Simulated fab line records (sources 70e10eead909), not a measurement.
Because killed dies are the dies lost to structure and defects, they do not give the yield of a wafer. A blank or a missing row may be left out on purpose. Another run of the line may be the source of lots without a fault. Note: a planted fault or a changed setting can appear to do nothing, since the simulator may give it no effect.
Struck lot and sound lot, side by side :: flow nand harc :: 14 out of 1302 route steps
Sound: wafers L201.1, L201.2, L201.5. The struck wafers were L209.2, L209.5, L209.6. The cause comes at the end.
Per side, at each step with rows, come the tool, then ch with its chambers, and then its first start. Under that, the readings that differ: sound wafers :: struck wafers :: difference of the means :: sigmas: that difference in standard deviations of wafers without a fault.
alike: readings whose means differ by less than 2 such deviations, and words and numbers that are the same on both sides. not compared: withheld readings, readings that some wafer has no value for, bounds like >300 that may hide the same value, and numbers for which the record gives no deviation and whose values overlap.
The two part at a step that has a row with sigmas, a row that says differs or no value, or rows on one side only. Numbers that have no deviation but don't overlap get no sigmas and don't part them. A reading that every wafer of one side lacks parts them only if that side has two wafers or more.

first, 6 steps without rows for these wafers: NHARC_A_DECK1_JOINT_CVD_34 (deposits SiNx, target thk 20 nm); NHARC_A_DECK1_JOINT_DEP_06 (deposits SiOx, target thk 80 nm); NHARC_A_DECK1_JOINT_CURE_26 (time 32 s); NHARC_A_DECK1_JOINT_ANNEAL_27 (time 3600 s); NHARC_A_DECK1_JOINT_ANNEAL_28 (time 1800 s); NHARC_A_DECK1_JOINT_ANNEAL_29 (time 1800 s).
NHARC_A_DECK1_JOINT_CMP_02: polishes SiOx.
  sound on cmp-03 ch 1,2,3, day 14 02:19; struck on cmp-02 ch 0,1,3, day 17 03:34
  alike: motor current A, retaining ring pressure frac
  not compared: pad life wafers
after that, 1 step had no rows for these wafers: NHARC_A_DECK1_JOINT_SRD_15.
NHARC_A_DECK1_JOINT_DEP_16: deposits SiO2, target thk 45 nm.
  sound on pecvd-03 ch 1,2, day 14 02:52; struck on pecvd-03 ch 0,1, day 17 03:55
reading: heater power w (W)
sound: 640 571 625
struck: 325 339 568
difference: -201
sigmas: -2

reading: throttle valve pct (%)
sound: 16.5 16.8 16.3
struck: 15.4 15.4 15.6
difference: -1.1
sigmas: -2
  alike: rf fwd power W
  not compared: since wet clean h
NHARC_A_DECK1_JOINT_THK_MEAS_17: measures by ellipsometry.
  sound on film metro-01 at day 14 03:09; struck on film metro-02 at day 17 04:10
  alike: thk nm
NHARC_A_DECK1_JOINT_INSPECT_05:
  sound on defect inspect-01 at day 14 03:11; struck on defect inspect-01 at day 17 04:12
  alike: raw defect count
NHARC_A_ONON_D2_DEP_00: target thk 1000 nm.
  sound on pecvd onon-01 ch 0, day 14 03:15; struck on pecvd onon-04 ch 0, day 17 04:20
NHARC_A_ONON_D2_THK_MEAS_02: measures by ellipsometry.
  sound on film metro-01 at day 14 03:46; struck on film metro-02 at day 17 04:47
reading: thk nm (nm)
sound: 994 994 993
struck: 1074 1075 1073
difference: +80
sigmas: +10
then, 1 step without rows for these wafers: NHARC_A_ONON_D2_DEP_03 (target thk 1000 nm).

WHERE THEY PART
First at NHARC_A_DECK1_JOINT_DEP_16; last, within this record, at NHARC_A_ONON_D2_THK_MEAS_02.

WHY: whatever the simulator had introduced
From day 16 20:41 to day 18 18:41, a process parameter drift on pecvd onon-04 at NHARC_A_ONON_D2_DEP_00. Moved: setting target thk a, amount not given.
